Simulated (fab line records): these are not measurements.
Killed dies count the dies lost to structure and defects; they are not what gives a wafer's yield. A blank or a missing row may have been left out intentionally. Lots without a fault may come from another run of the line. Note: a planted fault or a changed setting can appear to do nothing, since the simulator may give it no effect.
fab line records    flow n5Finfet
record: lots: 7  wafers: 21  lastDay: 18
route steps=1938 shown BEOL_M3@987 BEOL_M4@1111 PASSIVATION@1936
lots that met no fault: from a run of the same line without faults
startH: the number of hours between the record's first day and the start of the first shown wafer of the lot    waitH: hours elapsed since this lot's preceding step    " same as the row above    L1.1+2: one row covering several wafers at once    - either no value or no given start    * or withheld: withheld    < > ~ a bound
route shown NAME@n: a module of which the file shows steps, and the number in the route of the first    usual: the fault-free wafers' mean and standard deviation    same: alike in all rows    chamber/n: place in a boat    sites: each site's reading    _std_site: how widely they spread, as a standard deviation    _edge_site: outer sites' mean less inner sites'    radiusMm: how far each site lies from the wafer's centre    mask NAME#n: copy n    behind: tool/chamber where the wafer was last shaped    hold: why the lot went on hold/how many hours it stayed there/how the hold came to an end    device: whichever transistor did not switch (one of n, p or np)    end of line: the route-end tests of the same wafers    a step with no rows: only its recipe    killed: at the first sort, the dies lost to defects and structure; wafer yield is something else    map: a wafer's dies, marking killed ones x, the rest . and places with no die _
set.NAME: setting as actually run; set.NAME@STEP: the setting as run at that earlier step    model.NAME: the simulator's own value behind a step, which no gauge read
lots at some steps of the route; a table a step, a row a wafer
services: from which hour (startH, from the record's first day; less than 0 if before it) a tool's chamber was out of use, for how many hours, and why
== steps ==
step: N5_BEOL_M3_SRD_43
recipe: timeS: 30  tempC: 23  rinseLiquid: diw  dry: ipaMarangoni
step: N5_BEOL_M3_CD_MEAS_35
recipe: targetCdNm: 18  targetCdYNm: 21  polarity: opening
usual: cdNm: 18.01/0.29
lot.wafer  tool      chamber  startH  waitH  cdNm
L889.1     cdSem-03  -        168.16  0.0    17.65
L889.4     "         -        "       "      17.64
L889.5     "         -        "       "      17.56
L899.1     cdSem-02  -        214.61  0.0    18.47
L899.2     "         -        "       "      18.24
L899.3     "         -        "       "      18.28
L897.1     cdSem-01  -        214.66  0.0    18.06
L897.4     "         -        "       "      18.09
L897.5     "         -        "       "      18.15
L901.1     cdSem-01  -        226.69  0.0    17.98
L901.2     "         -        "       "      17.99
L901.6     "         -        "       "      17.94
L906.1     cdSem-02  -        255.50  0.0    17.48
L906.4     "         -        "       "      17.74
L906.5     "         -        "       "      18.12
L908.2     cdSem-03  -        287.81  0.0    17.99
L908.4     "         -        "       "      17.90
L908.6     "         -        "       "      17.82
L911.1     cdSem-03  -        298.43  0.0    18.18
L911.4     "         -        "       "      18.14
L911.6     "         -        "       "      18.12
step: N5_BEOL_M3_DEGAS_44
recipe: ambient: vacuum  tempC: 250  timeS: 60
usual: heaterPowerW: 332/29
lot.wafer  tool           chamber  startH  waitH  heaterPowerW
L889.1     pvdSputter-03  -        168.83  0.7    358
L889.4     "              -        "       "      320
L889.5     "              -        "       "      341
L899.1     pvdSputter-03  -        214.86  0.2    363
L899.2     "              -        "       "      333
L899.3     "              -        "       "      337
L897.1     pvdSputter-01  -        214.87  0.2    281
L897.4     "              -        "       "      323
L897.5     "              -        "       "      319
L901.1     pvdSputter-01  -        227.14  0.4    282
L901.2     "              -        "       "      283
L901.6     "              -        "       "      348
L906.1     pvdSputter-03  -        256.13  0.6    371
L906.4     "              -        "       "      334
L906.5     "              -        "       "      342
L908.2     pvdSputter-03  -        287.85  0.0    314
L908.4     "              -        "       "      337
L908.6     "              -        "       "      319
L911.1     pvdSputter-02  -        299.07  0.6    376
L911.4     "              -        "       "      311
L911.6     "              -        "       "      388
step: N5_BEOL_M3_PRE_CLEAN_45
recipe: gas: H2/He  timeS: 30  tempC: 250
usual: heaterPowerW: 332/29
lot.wafer  tool           chamber  startH  waitH  heaterPowerW
L889.1     pvdSputter-03  -        168.87  0.0    372
L889.4     "              -        "       "      323
L889.5     "              -        "       "      340
L899.1     pvdSputter-03  -        214.90  0.0    365
L899.2     "              -        "       "      323
L899.3     "              -        "       "      339
L897.1     pvdSputter-01  -        214.91  0.0    288
L897.4     "              -        "       "      326
L897.5     "              -        "       "      324
L901.1     pvdSputter-01  -        227.18  0.0    279
L901.2     "              -        "       "      288
L901.6     "              -        "       "      353
L906.1     pvdSputter-03  -        256.17  0.0    364
L906.4     "              -        "       "      323
L906.5     "              -        "       "      342
L908.2     pvdSputter-03  -        287.89  0.0    305
L908.4     "              -        "       "      337
L908.6     "              -        "       "      322
L911.1     pvdSputter-02  -        299.11  0.0    384
L911.4     "              -        "       "      311
L911.6     "              -        "       "      380
step: N5_BEOL_M3_ALD_84
recipe: material: TaN  targetThkA: *  tempC: 275  aldPrecursorFamily: PDMAT  aldCoReactant: NH3  pressureTorr: 3  carrierFlowSccm: 1500  pulseTimeS: 2  purgeTimeS: 3  coReactantPurgeTimeS: 2  coReactantPulseTimeS: 3  aldCycles: 30  precursorVesselTempC: 75  precursorVesselPressureTorr: 26.25  precursorVesselCarrierSccm: 1000
step: N5_BEOL_M3_SURFACE_TREAT_85
recipe: gas: Ar  timeS: *  ionEnergyEv: *  ionCurrentMaCm2: 0.5  pressureMtorr: *  arFlowSccm: 30
step: N5_BEOL_M3_CVD_47
recipe: material: Co  targetThkA: 30  tempC: withheld  precursor: CCTBA/H2  pressureTorr: 30  timeS: 223.8
step: N5_BEOL_M3_SPUTTER_48
recipe: material: Cu  targetThkA: 45  tempC: -20  chamberPressurePa: 0.07  powerW: withheld  timeS: 8.29
step: N5_BEOL_M3_ANNEAL_49
recipe: tempC: 400  timeS: 240  ambient: vacuum
usual: heaterPowerW: 818/80  susceptorTempC: 399.98/0.21
lot.wafer  tool           chamber  startH  waitH  heaterPowerW  susceptorTempC
L889.1     pvdSputter-03  -        169.46  0.0    816           400.29
L889.4     "              -        "       "      894           400.28
L889.5     "              -        "       "      828           400.01
L897.1     pvdSputter-03  -        215.49  0.0    815           400.07
L897.4     "              -        "       "      861           400.40
L897.5     "              -        "       "      938           399.79
L899.1     pvdSputter-01  -        215.74  0.0    800           400.07
L899.2     "              -        "       "      906           400.08
L899.3     "              -        "       "      727           399.82
L901.1     pvdSputter-01  -        228.70  0.0    702           400.30
L901.2     "              -        "       "      820           399.84
L901.6     "              -        "       "      718           399.94
L906.1     pvdSputter-02  -        257.35  0.0    940           399.95
L906.4     "              -        "       "      781           399.77
L906.5     "              -        "       "      795           400.30
L908.2     pvdSputter-03  -        288.51  0.0    794           399.99
L908.4     "              -        "       "      753           399.40
L908.6     "              -        "       "      902           399.86
L911.1     pvdSputter-03  -        301.65  0.0    820           400.02
L911.4     "              -        "       "      906           399.82
L911.6     "              -        "       "      832           399.90
step: N5_BEOL_M3_SPUTTER_79
recipe: material: Cu  targetThkA: 45  tempC: -20  chamberPressurePa: 0.07  powerW: withheld  timeS: 8.29
usual: chuckSensorTempC: -16.0/0.58  substrateTempC: -19.99/0.1  throttleValvePct: 30.3/1.1
lot.wafer  tool           chamber  startH  waitH  chuckSensorTempC  substrateTempC  throttleValvePct
L889.1     pvdSputter-03  -        169.60  0.1    -15.6             -19.85          29.3
L889.4     "              -        "       "      -16.5             -20.05          30.7
L889.5     "              -        "       "      -15.5             -19.87          29.4
L897.1     pvdSputter-03  -        215.63  0.1    -15.6             -20.17          29.4
L897.4     "              -        "       "      -15.3             -20.09          31.5
L897.5     "              -        "       "      -16.4             -20.17          30.7
L899.1     pvdSputter-01  -        215.88  0.1    -15.6             -19.91          30.0
L899.2     "              -        "       "      -16.0             -20.14          29.2
L899.3     "              -        "       "      -16.1             -19.92          29.8
L901.1     pvdSputter-01  -        228.84  0.1    -16.4             -19.98          29.4
L901.2     "              -        "       "      -15.7             -20.03          29.9
L901.6     "              -        "       "      -15.2             -19.81          31.5
L906.1     pvdSputter-02  -        257.49  0.1    -16.4             -20.01          30.0
L906.4     "              -        "       "      -16.2             -19.91          31.3
L906.5     "              -        "       "      -16.8             -20.02          30.3
L908.2     pvdSputter-03  -        288.65  0.1    -15.4             -20.02          29.5
L908.4     "              -        "       "      -15.9             -19.88          28.0
L908.6     "              -        "       "      -16.4             -20.11          30.6
L911.1     pvdSputter-03  -        301.79  0.1    -15.3             -19.87          31.4
L911.4     "              -        "       "      -16.3             -19.98          30.5
L911.6     "              -        "       "      -15.5             -19.92          29.5
step: N5_BEOL_M3_ANNEAL_80
recipe: tempC: 400  timeS: 240  ambient: vacuum
usual: heaterPowerW: 818/79  susceptorTempC: 400.01/0.2
lot.wafer  tool           chamber  startH  waitH  heaterPowerW  susceptorTempC
L889.1     pvdSputter-03  -        169.68  0.0    812           399.76
L889.4     "              -        "       "      912           400.17
L889.5     "              -        "       "      804           399.97
L897.1     pvdSputter-03  -        215.71  0.0    831           400.11
L897.4     "              -        "       "      849           400.03
L897.5     "              -        "       "      917           400.18
L899.1     pvdSputter-01  -        215.96  0.0    787           399.86
L899.2     "              -        "       "      871           399.82
L899.3     "              -        "       "      726           400.11
L901.1     pvdSputter-01  -        228.92  0.0    712           399.97
L901.2     "              -        "       "      812           400.08
L901.6     "              -        "       "      711           400.11
L906.1     pvdSputter-02  -        257.57  0.0    943           399.90
L906.4     "              -        "       "      774           400.14
L906.5     "              -        "       "      819           400.09
L908.2     pvdSputter-03  -        288.73  0.0    805           400.30
L908.4     "              -        "       "      762           400.14
L908.6     "              -        "       "      910           400.23
L911.1     pvdSputter-03  -        301.87  0.0    851           400.30
L911.4     "              -        "       "      919           400.03
L911.6     "              -        "       "      805           400.08
step: N5_BEOL_M3_SPUTTER_81
recipe: material: Cu  targetThkA: 45  tempC: -20  chamberPressurePa: 0.07  powerW: withheld  timeS: 8.29
step: N5_BEOL_M3_ANNEAL_82
recipe: tempC: 400  timeS: 240  ambient: vacuum
usual: heaterPowerW: 819/82  susceptorTempC: 399.99/0.22
lot.wafer  tool           chamber  startH  waitH  heaterPowerW  susceptorTempC
L889.1     pvdSputter-03  -        169.90  0.0    813           399.74
L889.4     "              -        "       "      884           399.85
L889.5     "              -        "       "      816           399.50
L897.1     pvdSputter-03  -        215.93  0.0    -             -
L897.4     "              -        "       "      -             -
L897.5     "              -        "       "      -             -
L899.1     pvdSputter-01  -        216.40  0.1    -             -
L899.2     "              -        "       "      -             -
L899.3     "              -        "       "      -             -
L901.1     pvdSputter-01  -        229.14  0.0    -             -
L901.2     "              -        "       "      -             -
L901.6     "              -        "       "      -             -
L906.1     pvdSputter-02  -        257.79  0.0    932           400.30
L906.4     "              -        "       "      776           399.69
L906.5     "              -        "       "      785           400.13
L908.2     pvdSputter-03  -        288.95  0.0    811           400.39
L908.4     "              -        "       "      769           400.16
L908.6     "              -        "       "      917           400.08
L911.1     pvdSputter-03  -        302.09  0.0    853           399.91
L911.4     "              -        "       "      909           399.88
L911.6     "              -        "       "      807           400.18
step: N5_BEOL_M3_SPUTTER_86
recipe: material: Cu  targetThkA: 45  tempC: -20  chamberPressurePa: 0.07  powerW: withheld  timeS: 8.29
step: N5_BEOL_M4_RC_MEAS_101
usual: DIBL_N: 35.8/1.4  DIBL_P: 35.8/1.6  IOFF_N: 0.152/0.021  IOFF_P: 0.204/0.027  ION_N: 672/8.7  ION_P: 461/6.2  SS_N: 71.5/0.54  SS_P: 73.1/0.57  VT_N: 250.0/2.5  VT_P: -250.6/2.7
lot.wafer  tool       chamber  startH  waitH  DIBL_N[mV/V]  DIBL_P[mV/V]  IOFF_N[nA/um]  IOFF_P[nA/um]  ION_N[uA/um]  ION_P[uA/um]  SS_N[mV/dec]  SS_P[mV/dec]  VT_N[mV]  VT_P[mV]
L889.1     prober-01  0        184.11  0.0    35.3          35.9          0.179          0.233          691           470           71.3          73.4          243.8     -246.8
L889.4     "          0        "       "      34.5          34.7          0.155          0.213          673           462           70.7          72.4          250.6     -249.4
L889.5     "          0        "       "      34.5          35.3          0.166          0.224          678           465           70.2          72.7          246.7     -247.9
L897.1     prober-02  0        233.52  0.0    36.3          37.3          0.147          0.183          662           452           71.3          73.2          252.2     -253.7
L897.4     "          0        "       "      36.9          38.2          0.158          0.208          675           462           71.7          72.9          248.9     -250.9
L897.5     "          0        "       "      37.4          39.1          0.161          0.204          676           460           72.4          73.4          248.6     -251.5
L899.1     prober-01  0        236.14  0.0    35.7          37.1          0.158          0.219          683           464           71.6          73.6          249.6     -247.2
L899.2     "          0        "       "      33.5          33.6          0.126          0.172          668           455           71.2          73.2          252.8     -251.3
L899.3     "          0        "       "      35.1          36.5          0.147          0.210          675           463           71.4          73.7          251.1     -248.5
L901.1     prober-01  0        241.18  0.0    35.3          34.2          0.126          0.164          656           453           71.1          74.1          255.8     -256.2
L901.2     "          0        "       "      36.9          36.6          0.159          0.191          665           452           71.5          73.7          250.3     -252.3
L901.6     "          0        "       "      34.0          32.9          0.110          0.148          646           450           71.8          72.7          254.8     -256.4
L906.1     prober-02  0        274.56  0.0    38.4          36.9          0.168          0.237          684           466           71.4          72.9          249.6     -248.1
L906.4     "          0        "       "      37.3          35.2          0.147          0.211          664           460           71.5          73.4          252.0     -250.0
L906.5     "          0        "       "      36.9          33.7          0.133          0.186          669           460           71.5          72.9          252.3     -251.4
L908.2     prober-02  0        302.37  0.2    35.9          34.7          0.135          0.194          678           462           71.0          72.6          253.1     -249.2
L908.4     "          0        "       "      36.2          35.5          0.140          0.197          670           453           71.8          73.4          252.7     -249.8
L908.6     "          0        "       "      37.6          37.1          0.168          0.229          688           471           71.4          74.1          248.9     -248.6
L911.1     prober-02  0        316.25  0.0    35.7          33.9          0.151          0.192          678           464           71.7          72.7          248.7     -248.6
L911.4     "          0        "       "      35.2          32.9          0.144          0.178          670           455           71.1          71.9          249.1     -254.6
L911.6     "          0        "       "      34.7          32.5          0.138          0.180          668           462           70.4          72.3          251.3     -251.1
step: N5_PASSIVATION_PROBE_49
usual: defectLimitedYield: 91.6/1.4  killed_at_M0_to_M3: 33/9.7  killed_at_M4_up: 13/5.4  killedAtContacts: 13/6.6  killedAtFrontEnd: 36/11  killedAtOther: 3.9/3  killedDies: 99/16  killedOnRim: 13/3.8  killedOpen: 66/12  killedShort: 32/7.9  sort_bin_5_function: 4.9/0.9  sort_bin_6_memory: 3.2/0.67  sortNPass: 1081/16  sortYieldPct: 91.6/1.4
same: grossDies: 1180  killedAtBackSide: 0  sort_bin_4_leakage[%]: 0  sort_bin_8_speed[%]: 0
lot.wafer  tool       chamber  startH  waitH  defectLimitedYield[%]  killed_at_M0_to_M3  killed_at_M4_up  killedAtContacts  killedAtFrontEnd  killedAtOther  killedDies  killedOnRim  killedOpen  killedShort  sort_bin_5_function[%]  sort_bin_6_memory[%]  sortNPass  sortYieldPct[%]
L889.1     prober-02  -        292.64  0.0    91.9                   47                  17               2                 27                3              96          10           67          29           5.2                     2.7                   1084       91.9
L889.4     prober-02  -        292.79  0.2    91.9                   35                  15               6                 39                0              95          12           57          38           4.9                     2.8                   1085       91.9
L889.5     prober-02  -        292.84  0.2    92.7                   30                  21               3                 31                1              86          8            60          25           4.6                     2.6                   1094       92.7
L897.1     prober-02  -        338.56  0.0    91.3                   45                  9                7                 40                2              103         11           68          35           5.2                     3.3                   1077       91.3
L897.4     prober-02  -        338.71  0.2    92.9                   37                  10               6                 24                7              84          11           59          24           4.1                     3.0                   1096       92.9
L897.5     prober-02  -        338.76  0.2    91.6                   38                  12               11                35                3              99          14           69          30           5.4                     2.6                   1081       91.6
L901.1     prober-01  -        339.22  0.0    91.4                   26                  9                10                48                8              101         9            69          30           5.0                     3.4                   1079       91.4
L901.2     prober-01  -        339.27  0.1    92.0                   30                  8                12                37                7              94          15           67          25           5.0                     2.8                   1086       92.0
L901.6     prober-01  -        339.47  0.3    91.9                   33                  6                18                38                1              96          13           65          31           4.2                     3.5                   1084       91.9
L899.1     prober-01  -        340.55  0.0    89.1                   43                  17               14                49                6              129         16           89          40           6.9                     3.3                   1051       89.1
L899.2     prober-01  -        340.60  0.1    93.0                   20                  8                17                35                3              83          12           49          34           3.9                     2.6                   1097       93.0
L899.3     prober-01  -        340.65  0.1    90.8                   38                  13               12                41                4              108         14           68          35           5.3                     3.5                   1072       90.8
L906.1     prober-01  -        380.46  0.0    91.7                   32                  16               11                38                1              98          12           64          33           5.3                     2.7                   1082       91.7
L906.4     prober-01  -        380.61  0.2    91.9                   31                  13               13                35                3              95          14           65          29           4.2                     3.6                   1085       91.9
L906.5     prober-01  -        380.66  0.2    91.6                   22                  8                10                56                3              99          15           58          41           4.8                     3.2                   1081       91.6
L908.2     prober-01  -        406.66  0.1    92.1                   36                  6                16                33                2              93          13           59          33           4.2                     3.4                   1087       92.1
L908.4     prober-01  -        406.76  0.2    93.9                   25                  10               8                 28                1              72          5            44          28           3.7                     1.9                   1108       93.9
L908.6     prober-01  -        406.86  0.3    92.5                   35                  6                11                32                5              89          9            60          27           4.7                     2.6                   1091       92.5
L911.1     prober-01  -        427.07  0.0    91.3                   43                  15               9                 34                2              103         16           52          51           4.6                     3.4                   1077       91.3
L911.4     prober-01  -        427.22  0.2    89.9                   42                  27               11                32                7              119         11           77          42           5.8                     4.1                   1061       89.9
L911.6     prober-01  -        427.32  0.3    92.4                   37                  12               6                 32                3              90          11           51          39           3.8                     3.4                   1090       92.4
killed by level:class
L889.1 BEOL_M0_SAQP:geometricParticle:open=14 BEOL_M0_SAQP:geometricParticle:short=11 BEOL_M4:geometricParticle:open=9 BEOL_M1:geometricParticle:open=7 BEOL_M2:geometricParticle:open=7 DUMMY_GATE:geometricParticle:open=6 FIN_SAQP:geometricParticle:short=5 STI_FIN_REVEAL:geometricParticle:open=4
L889.4 DUMMY_GATE:geometricParticle:open=10 BEOL_M0_SAQP:geometricParticle:short=10 BEOL_M0_SAQP:geometricParticle:open=8 FIN_SAQP:geometricParticle:short=7 BEOL_M1:geometricParticle:open=6 FIN_SAQP:geometricParticle:open=5 MOL_CONTACT_COAG:geometricParticle:open=4 BEOL_M3:geometricParticle:open=4
L889.5 BEOL_M4:geometricParticle:open=10 BEOL_M0:geometricParticle:open=7 FIN_SAQP:geometricParticle:open=6 BEOL_M2:geometricParticle:open=6 BEOL_M6:geometricParticle:open=5 BEOL_M0_SAQP:geometricParticle:short=4 BEOL_M1:geometricParticle:open=4 STARTING-WAFER:geometricParticle:short=4
L897.1 STI_FIN_REVEAL:geometricParticle:open=17 BEOL_M0_SAQP:geometricParticle:open=15 BEOL_M0_SAQP:geometricParticle:short=14 BEOL_M3:geometricParticle:open=7 MOL_CONTACT_COAG:geometricParticle:open=6 FIN_SAQP:geometricParticle:open=5 FIN_SAQP:geometricParticle:short=4 GATE_CUT:geometricParticle:short=4
L897.4 BEOL_M0_SAQP:geometricParticle:open=10 BEOL_M3:geometricParticle:open=9 FIN_SAQP:geometricParticle:open=6 MOL_CONTACT_COAG:geometricParticle:open=6 BEOL_M1:geometricParticle:open=6 BEOL_M0_SAQP:geometricParticle:short=4 BEOL_M2:geometricParticle:open=4 STARTING-WAFER:geometricParticle:short=4
L897.5 FIN_SAQP:geometricParticle:open=10 BEOL_M3:geometricParticle:open=9 STI_FIN_REVEAL:geometricParticle:open=8 MOL_CONTACT_COAG:geometricParticle:open=7 BEOL_M1:geometricParticle:open=7 BEOL_M0_SAQP:geometricParticle:open=5 BEOL_M0_SAQP:geometricParticle:short=5 STARTING-WAFER:geometricParticle:short=5
L901.1 STI_FIN_REVEAL:geometricParticle:open=19 MOL_CONTACT_COAG:geometricParticle:open=9 BEOL_M2:geometricParticle:open=7 PASS1_CAP:geometricParticle:short=6 BEOL_M0_SAQP:geometricParticle:open=5 BEOL_M0_SAQP:geometricParticle:short=4 FIN_SAQP:geometricParticle:open=3 FIN_CUT:geometricParticle:open=3
L901.2 MOL_CONTACT_COAG:geometricParticle:open=10 BEOL_M0_SAQP:geometricParticle:open=9 BEOL_M2:geometricParticle:open=9 STI_FIN_REVEAL:geometricParticle:open=7 BEOL_M1:geometricParticle:open=7 DUMMY_GATE:geometricParticle:short=6 FIN_SAQP:geometricParticle:short=4 ILD0:geometricParticle:short=4
L901.6 MOL_CONTACT_COAG:geometricParticle:open=16 BEOL_M2:geometricParticle:open=12 BEOL_M0_SAQP:geometricParticle:short=9 STI_FIN_REVEAL:geometricParticle:open=8 BEOL_M0_SAQP:geometricParticle:open=7 FIN_SAQP:geometricParticle:open=5 GATE_CUT:geometricParticle:short=4 STARTING-WAFER:geometricParticle:short=4
L899.1 FIN_SAQP:geometricParticle:open=16 MOL_CONTACT_COAG:geometricParticle:open=12 FIN_SAQP:geometricParticle:short=11 BEOL_M4:geometricParticle:open=10 BEOL_M1:geometricParticle:open=9 BEOL_M2:geometricParticle:open=9 BEOL_M0_SAQP:geometricParticle:short=8 DUMMY_GATE:geometricParticle:open=6
L899.2 MOL_CONTACT_COAG:geometricParticle:open=10 MOL_CONTACT_COAG:geometricParticle:short=7 BEOL_M3:geometricParticle:open=7 FIN_SAQP:geometricParticle:short=6 STI_FIN_REVEAL:geometricParticle:open=6 DUMMY_GATE:geometricParticle:open=5 BEOL_M0_SAQP:geometricParticle:open=5 GATE_CUT:geometricParticle:short=5
L899.3 BEOL_M2:geometricParticle:open=12 FIN_SAQP:geometricParticle:short=11 BEOL_M1:geometricParticle:open=11 BEOL_M4:geometricParticle:open=9 MOL_CONTACT_COAG:geometricParticle:open=6 FIN_SAQP:geometricParticle:open=6 DUMMY_GATE:geometricParticle:open=6 MOL_CONTACT_COAG:geometricParticle:short=6
L906.1 BEOL_M2:geometricParticle:open=16 STI_FIN_REVEAL:geometricParticle:open=13 GATE_CUT:geometricParticle:short=7 MOL_CONTACT_COAG:geometricParticle:short=6 BEOL_M4:geometricParticle:open=6 FIN_SAQP:geometricParticle:short=5 MOL_CONTACT_COAG:geometricParticle:open=5 BEOL_M0_SAQP:geometricParticle:short=5
L906.4 MOL_CONTACT_COAG:geometricParticle:open=11 BEOL_M1:geometricParticle:open=9 GATE_CUT:geometricParticle:short=8 BEOL_M3:geometricParticle:open=8 STI_FIN_REVEAL:geometricParticle:open=7 DUMMY_GATE:geometricParticle:open=5 BEOL_M0:geometricParticle:short=4 STARTING-WAFER:geometricParticle:short=4
L906.5 FIN_SAQP:geometricParticle:short=14 FIN_SAQP:geometricParticle:open=10 MOL_CONTACT_COAG:geometricParticle:open=10 STI_FIN_REVEAL:geometricParticle:open=7 BEOL_M0_SAQP:geometricParticle:open=6 STI_FIN_REVEAL:geometricParticle:short=4 DUMMY_GATE:geometricParticle:open=4 GATE_CUT:geometricParticle:short=4
L908.2 MOL_CONTACT_COAG:geometricParticle:open=11 BEOL_M0_SAQP:geometricParticle:open=9 BEOL_M0_SAQP:geometricParticle:short=7 BEOL_M2:geometricParticle:short=6 FIN_SAQP:geometricParticle:open=5 STI_FIN_REVEAL:geometricParticle:open=5 MOL_CONTACT_COAG:geometricParticle:short=5 BEOL_M3:geometricParticle:open=5
L908.4 MOL_CONTACT_COAG:geometricParticle:open=8 GATE_CUT:geometricParticle:short=5 BEOL_M2:geometricParticle:short=5 DUMMY_GATE:geometricParticle:open=4 BEOL_M0_SAQP:geometricParticle:open=4 BEOL_M0_SAQP:geometricParticle:short=4 BEOL_M3:geometricParticle:open=4 FIN_SAQP:geometricParticle:short=3
L908.6 DUMMY_GATE:geometricParticle:open=9 BEOL_M2:geometricParticle:open=9 MOL_CONTACT_COAG:geometricParticle:open=8 BEOL_M3:geometricParticle:short=6 STARTING-WAFER:geometricParticle:open=6 BEOL_M0_SAQP:geometricParticle:short=5 FIN_SAQP:geometricParticle:open=4 STI_FIN_REVEAL:geometricParticle:open=4
L911.1 FIN_SAQP:geometricParticle:short=11 BEOL_M0:geometricParticle:short=8 BEOL_M1:geometricParticle:open=7 BEOL_M2:geometricParticle:open=7 FIN_SAQP:geometricParticle:open=5 MOL_CONTACT_COAG:geometricParticle:open=5 BEOL_M0_SAQP:geometricParticle:short=5 SPACER0:geometricParticle:short=4
L911.4 BEOL_M4:geometricParticle:open=18 BEOL_M0_SAQP:geometricParticle:open=10 MOL_CONTACT_COAG:geometricParticle:open=9 BEOL_M3:geometricParticle:open=7 BEOL_M2:geometricParticle:open=6 BEOL_M2:geometricParticle:short=5 BEOL_M0_SAQP:geometricParticle:short=5 FIN_SAQP:geometricParticle:short=4
L911.6 FIN_SAQP:geometricParticle:short=10 BEOL_M3:geometricParticle:open=9 BEOL_M0_SAQP:geometricParticle:short=8 BEOL_M0_SAQP:geometricParticle:open=8 DUMMY_GATE:geometricParticle:open=6 BEOL_M0:geometricParticle:short=5 FIN_SAQP:geometricParticle:open=4 MOL_CONTACT_COAG:geometricParticle:open=4
== services ==
tool           chamber  startH  hours  kind
pvdSputter-02  -        159.31  7.1    repair
== key ==
firstSign: step: N5_BEOL_M3_ANNEAL_82  reading: toolRecord  direction: missing
effect none on later readings
metAt N5_BEOL_M3_ANNEAL_82
struckWafers L897.1,L897.4,L897.5,L899.1,L899.2,L899.3,L901.1,L901.2,L901.6
onsetBetween 169.90 215.93
fault: kind: skippedStepWhole  tool: pvdSputter-01,pvdSputter-03  chamber: -  onsetH: 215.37  steps: N5_BEOL_M3_ANNEAL_82  scope: struckLotsOnly
